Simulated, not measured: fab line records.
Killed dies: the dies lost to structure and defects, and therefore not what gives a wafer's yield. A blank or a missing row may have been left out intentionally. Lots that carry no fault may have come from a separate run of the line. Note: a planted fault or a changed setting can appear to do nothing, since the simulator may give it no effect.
Struck lot and sound lot, side by side    flow nandHarc    37 out of 1302 route steps
Sound: the wafers L917.2, L917.3, L917.4. The struck wafers were L919.1, L919.3, L919.4. At the end, the cause is stated.
Per side, at each step with rows, come the tool, then ch with its chambers, and then its first start. Under that, the readings that differ: sound wafers    struck wafers    difference of the means    sigmas: that difference in standard deviations of wafers without a fault.
alike: same words and numbers on both sides, and readings whose means sit less than 2 such deviations apart. not compared: any withheld reading, any reading some wafer has no value for, any bound like >300 that may hide the same value, and any number with overlapping values for which the record gives no deviation.
Wherever a step has rows on one side only, a row that says differs or no value, or a row with sigmas, the two part there. Non-overlapping numbers with no deviation appear without sigmas and do not part them. A reading missing from all wafers of one side parts the sides only when that side holds two or more wafers.

first, 9 steps without rows for these wafers: NHARC_A_CHANNEL_HOLE_D1_DEP_00 (deposits aC, target thk 3100 nm); NHARC_A_CHANNEL_HOLE_D1_DEP_01 (deposits SiON, target thk 140 nm); NHARC_A_CHANNEL_HOLE_D1_DEHYDRATE_02 (time 120 s); NHARC_A_CHANNEL_HOLE_D1_HMDS_03 (time 30 s); NHARC_A_CHANNEL_HOLE_D1_COAT_36 (time 75 s); NHARC_A_CHANNEL_HOLE_D1_COAT_37 (time 65 s); NHARC_A_CHANNEL_HOLE_D1_COAT_04 (resist thk 90 nm); NHARC_A_CHANNEL_HOLE_D1_SOFTBAKE_05 (time 55 s); NHARC_A_CHANNEL_HOLE_D1_EBR_06.
NHARC_A_CHANNEL_HOLE_D1_EXPOSE_07: exposes mask HOLE D1, target cd 100 nm.
  sound on arfiScanner-02 ch 0, day 9 15:43; struck on arfiScanner-02 ch 0, day 10 12:29
reading            sound              struck             difference  sigmas
exposureDoseMJCm2  59.72 59.59 59.69  55.65 55.53 55.61  -4.07       -68
  alike: mask
then, 2 steps without rows for these wafers: NHARC_A_CHANNEL_HOLE_D1_PEB_08 (peb time 65 s); NHARC_A_CHANNEL_HOLE_D1_DEVELOP_09 (develop time 35 s).
NHARC_A_CHANNEL_HOLE_D1_CD_MEAS_10: the cd target is 100 nm.
  sound on cdSem-02 ch 0, day 9 15:52; struck on cdSem-01 ch 0, day 10 12:37
reading    sound           struck          difference  sigmas
cdNm (nm)  99.5 99.7 99.5  96.3 96.3 96.6  -3.2        -7
NHARC_A_CHANNEL_HOLE_D1_DESCUM_15: chemistry O2, time 3 s.
  sound on rieDiel-12 ch 0,1,2, day 9 16:02; struck on rieDiel-12 ch 1,2, day 10 12:49
reading                            sound              struck             difference  sigmas
model.A_CHANNEL_HOLE_D1.cdNm (nm)  100.1 100.1 99.13  96.41 96.16 96.49  -3.42       
  alike: drypumpMotorCurrentA, oesProductAu, rfVppV, showerheadPlenumPTorr, throttleValvePct
  not compared: rfHoursCounterH
then, 16 steps without rows for these wafers: NHARC_A_CHANNEL_HOLE_D1_ETCH_38 (etches the open film in CF4, target depth 39 nm, time 65 s); NHARC_A_CHANNEL_HOLE_D1_ETCH_39 (etches the open film in N2/H2, target depth 260 nm, time 325 s); NHARC_A_CHANNEL_HOLE_D1_ETCH_34 (etches the open film in CF4/CHF3, target depth 154 nm, time 77 s); NHARC_A_CHANNEL_HOLE_D1_ETCH_16 (etches the open film in O2/COS, target depth 3100 nm, time 806 s); NHARC_A_CHANNEL_HOLE_D1_ETCH_19 (etches the open film in C4F8/O2/Ar, time 34.5 s); NHARC_A_CHANNEL_HOLE_D1_ETCH_20 (etches the open film in C4F8/O2/Ar, time 361.9 s, target depth 1600 nm); NHARC_A_CHANNEL_HOLE_D1_ETCH_21 (etches the open film in C4F8/O2/Ar, time 514.3 s, target depth 1600 nm); NHARC_A_CHANNEL_HOLE_D1_ETCH_22 (etches the open film in C4F8/O2/Ar, time 666.7 s, target depth 1600 nm); NHARC_A_CHANNEL_HOLE_D1_ETCH_23 (etches the open film in C4F8/O2/Ar, time 819 s, target depth 1600 nm); NHARC_A_CHANNEL_HOLE_D1_ETCH_24 (etches the open film in C4F8/O2/Ar, time 906.2 s, target depth 1500 nm); NHARC_A_CHANNEL_HOLE_D1_ETCH_25 (etches the open film in C4F8/O2/Ar, time 1040.2 s, target depth 1500 nm); NHARC_A_CHANNEL_HOLE_D1_ETCH_26 (etches the open film in C4F8/O2/Ar, time 224.1 s, target depth 300 nm); NHARC_A_CHANNEL_HOLE_D1_ETCH_33 (etches the open film in C4F8/O2/Ar, time 90 s, target depth 400 nm); NHARC_A_CHANNEL_HOLE_D1_STRIP_41 (strips in N2/H2); NHARC_A_CHANNEL_HOLE_D1_STRIP_42 (strips in CF4/CHF3); NHARC_A_CHANNEL_HOLE_D1_STRIP_43 (strips in O2/COS).
NHARC_A_CHANNEL_HOLE_D1_ETCH_44: etches the open film in CF4/O2, target depth 140 nm, overetch 14 nm, time 77 s.
  sound on rieDiel-12 ch 0,2,3, day 9 21:56; struck on rieDiel-12 ch 0,1,3, day 10 23:02
reading                            sound              struck             difference  sigmas
model.A_CHANNEL_HOLE_D1.cdNm (nm)  90.35 90.03 90.28  85.97 84.66 86.17  -4.62       
  alike: drypumpMotorCurrentA, oesProductAu, rfVppV, showerheadPlenumPTorr, throttleValvePct
  not compared: rfHoursCounterH
then, 3 steps without rows for these wafers: NHARC_A_CHANNEL_HOLE_D1_STRIP_27 (strips in O2); NHARC_A_CHANNEL_HOLE_D1_PRECLEAN_28 (cleans in SC1); NHARC_A_CHANNEL_HOLE_D1_SRD_29.
NHARC_A_CHANNEL_HOLE_D1_CD_MEAS_30:
  sound: cdSem-03 at day 9 22:46; struck: cdSem-02 at day 10 23:50
reading    sound           struck          difference  sigmas
cdNm (nm)  90.2 89.6 90.7  85.8 84.9 86.2  -4.5        -4
NHARC_A_CHANNEL_HOLE_D1_XSEM_31:
  sound on xsem-02 ch 0, day 9 22:51; struck on xsem-02 ch 0, day 10 23:56
reading       sound           struck          difference  sigmas
botCdNm (nm)  74.7 73.9 74.4  71.4 69.6 71.5  -3.5        -3
  alike: bowNm, tiltDeg
NHARC_END_SORT_01:
  the record has rows for the sound wafers here (prober-01 ch 0, day 25 09:26) and none for the struck ones

== WHERE THEY PART ==
Earliest at NHARC_A_CHANNEL_HOLE_D1_EXPOSE_07; latest, in this record, at NHARC_END_SORT_01.

WHY: whatever the simulator had introduced
Drift in process parameters on arfiScanner-02 at NHARC_A_CHANNEL_HOLE_D1_EXPOSE_07, starting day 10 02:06. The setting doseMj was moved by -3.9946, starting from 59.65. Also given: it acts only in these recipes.
